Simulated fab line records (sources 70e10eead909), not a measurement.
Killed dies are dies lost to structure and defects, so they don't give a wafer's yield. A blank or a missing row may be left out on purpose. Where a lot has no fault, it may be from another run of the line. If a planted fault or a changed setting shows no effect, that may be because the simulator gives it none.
The tool behind it: which one? ; flow nand_harc ; 7 lots with 21 wafers sampled at 3 steps, on a route of 1302 steps

## WHAT THE GAUGES READ, wafer by wafer
NHARC_A_ONON_D2_THK_MEAS_11: measures by ellipsometry.
lot;measured;on;thk_nm (nm)
L136;day 13 12:26;film_metro-02;999 1000 1002
L142;day 15 18:08;film_metro-01;1636 1636 1635
L147;day 17 16:32;film_metro-02;1016 1013 1014
L149;day 18 07:46;film_metro-01;1004 1006 1005
L152;day 19 15:20;film_metro-02;1003 1003 1003
L155;day 21 06:58;film_metro-01;991 990 993
L158;day 21 13:57;film_metro-02;1002 1002 1004

## TOOL THAT RAN EACH LOT (tool first, then ch and the chambers of the sampled wafers, then the start)
lot;NHARC_A_DECK1_JOINT_CMP_13;NHARC_A_ONON_D2_DEP_09
L136;cmp-04 ch 0,2, day 12 09:50;pecvd_onon-02 ch 0, day 13 11:55
L142;cmp-01 ch 0,1, day 14 10:45;pecvd_onon-02 ch 0, day 15 17:37
L147;cmp-01 ch 1,2,3, day 16 15:31;pecvd_onon-01 ch 0, day 17 16:02
L149;cmp-01 ch 1,2,3, day 17 05:08;pecvd_onon-01 ch 0, day 18 07:19
L152;cmp-02 ch 0,3, day 18 13:25;pecvd_onon-02 ch 0, day 19 14:53
L155;cmp-01 ch 0,1,2, day 20 05:26;pecvd_onon-02 ch 0, day 21 06:31
L158;cmp-01 ch 0,1,3, day 20 12:26;pecvd_onon-02 ch 0, day 21 13:30
- NHARC_A_DECK1_JOINT_CMP_13: polishes, target thk 51.023 nm.
- NHARC_A_ONON_D2_DEP_09: target thk 1000 nm.

## THE ANSWER, worked out from the rows above alone
Rule: the lots themselves supply what counts as usual. Put in order of their means at a reading, lots are off if they are a third of the lots or fewer, leave a main group of 4 or more, and stand apart from it by a gap of 3 or more times the standard deviation of the main group's means; of several such gaps the widest counts. A main group is skipped when, at the precision printed for the reading in the tables above, its means are all equal. A lot without any number at a reading at which 4 lots or more have one is off too. The other lots that the step has rows for count as sound.
Off: L142, at NHARC_A_ONON_D2_THK_MEAS_11 (thk_nm). For the main group the mean is 1003 nm and the standard deviation 6.8.
If a tool, at a process step before that reading, ran all the lots that are off and no sound lot after the first of them, it fits. Gauges at NHARC_A_ONON_D2_THK_MEAS_11: tried the same way as those tools. No candidate that was tried fits.

## WHAT THE SIMULATOR HAD PUT IN
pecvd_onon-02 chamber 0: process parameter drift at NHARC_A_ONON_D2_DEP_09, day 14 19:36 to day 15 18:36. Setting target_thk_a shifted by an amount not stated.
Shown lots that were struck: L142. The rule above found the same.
